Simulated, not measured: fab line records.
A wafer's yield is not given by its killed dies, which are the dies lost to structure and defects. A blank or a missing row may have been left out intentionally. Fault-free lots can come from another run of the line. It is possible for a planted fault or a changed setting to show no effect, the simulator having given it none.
Chamber matching :: flow nand-harc :: NHARC_P_M0_PRE_CLEAN_31 on pecvd-01: 3 sister chambers
The step time 12 s. 24 wafers are shown with their chamber, then 12 later ones without.

WAFERS, EACH WITH ITS CHAMBER
wafer: L074.1
chamber: 1
heater-power-w (W): 472

wafer: L074.4
chamber: 0
heater-power-w (W): 689

wafer: L074.6
chamber: 1
heater-power-w (W): 468

wafer: L079.3
chamber: 0
heater-power-w (W): 695

wafer: L079.5
chamber: 0
heater-power-w (W): 678

wafer: L079.6
chamber: 1
heater-power-w (W): 471

wafer: L078.2
chamber: 1
heater-power-w (W): 536

wafer: L078.4
chamber: 1
heater-power-w (W): 524

wafer: L078.5
chamber: 2
heater-power-w (W): 789

wafer: L077.3
chamber: 2
heater-power-w (W): 671

wafer: L077.5
chamber: 2
heater-power-w (W): 645

wafer: L077.6
chamber: 1
heater-power-w (W): 513

wafer: L081.2
chamber: 0
heater-power-w (W): 624

wafer: L081.3
chamber: 2
heater-power-w (W): 768

wafer: L081.5
chamber: 1
heater-power-w (W): 530

wafer: L082.1
chamber: 0
heater-power-w (W): 687

wafer: L082.4
chamber: 0
heater-power-w (W): 683

wafer: L082.5
chamber: 1
heater-power-w (W): 535

wafer: L085.4
chamber: 0
heater-power-w (W): 708

wafer: L085.5
chamber: 2
heater-power-w (W): 666

wafer: L085.6
chamber: 1
heater-power-w (W): 508

wafer: L088.1
chamber: 1
heater-power-w (W): 502

wafer: L088.5
chamber: 2
heater-power-w (W): 672

wafer: L088.6
chamber: 1
heater-power-w (W): 502

SIGNATURES (averages over the wafers above)
reading: heater-power-w
chamber 0: 680.57
chamber 1: 505.55
chamber 2: 701.83
scatter within a chamber: 37.3
Rule: distance of a wafer from a chamber = root of the sum over the readings of ((wafer's reading minus chamber's mean) / reading's scatter) squared. If the next closest chamber is less than 2 further off than the closest, the wafer can't be placed; otherwise it belongs to the closest. The scatter is the square root of a quotient: the sum, over the shown wafers, of each reading's squared deviation from its chamber's mean, divided by wafers minus chambers.

WAFERS MISSING THEIR CHAMBER
wafer: L089.1
heater-power-w (W): 577

wafer: L089.4
heater-power-w (W): 637

wafer: L089.5
heater-power-w (W): 557

wafer: L091.1
heater-power-w (W): 580

wafer: L091.2
heater-power-w (W): 781

wafer: L091.3
heater-power-w (W): 652

wafer: L090.3
heater-power-w (W): 740

wafer: L090.4
heater-power-w (W): 687

wafer: L090.6
heater-power-w (W): 718

wafer: L093.2
heater-power-w (W): 683

wafer: L093.3
heater-power-w (W): 706

wafer: L093.5
heater-power-w (W): 519

THE CHAMBER EACH PASSED THROUGH
wafer: L089.1
from the rows above: can't be placed: 1 or 0 or 2
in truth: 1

wafer: L089.4
from the rows above: can't be placed: 0 or 2
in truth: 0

wafer: L089.5
from the rows above: can't be placed: 1 or 0
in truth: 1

wafer: L091.1
from the rows above: can't be placed: 1 or 0 or 2
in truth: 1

wafer: L091.2
from the rows above: can't be placed: 2 or 0
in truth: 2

wafer: L091.3
from the rows above: can't be placed: 0 or 2
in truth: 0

wafer: L090.3
from the rows above: can't be placed: 2 or 0
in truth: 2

wafer: L090.4
from the rows above: can't be placed: 0 or 2
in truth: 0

wafer: L090.6
from the rows above: can't be placed: 2 or 0
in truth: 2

wafer: L093.2
from the rows above: can't be placed: 0 or 2
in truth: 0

wafer: L093.3
from the rows above: can't be placed: 2 or 0
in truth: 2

wafer: L093.5
from the rows above: 1
in truth: 1
Correctly placed: 1 of 12. Can't be placed from these rows: 11 (the true chamber is among the candidates in 11). Number placed wrongly: 0.
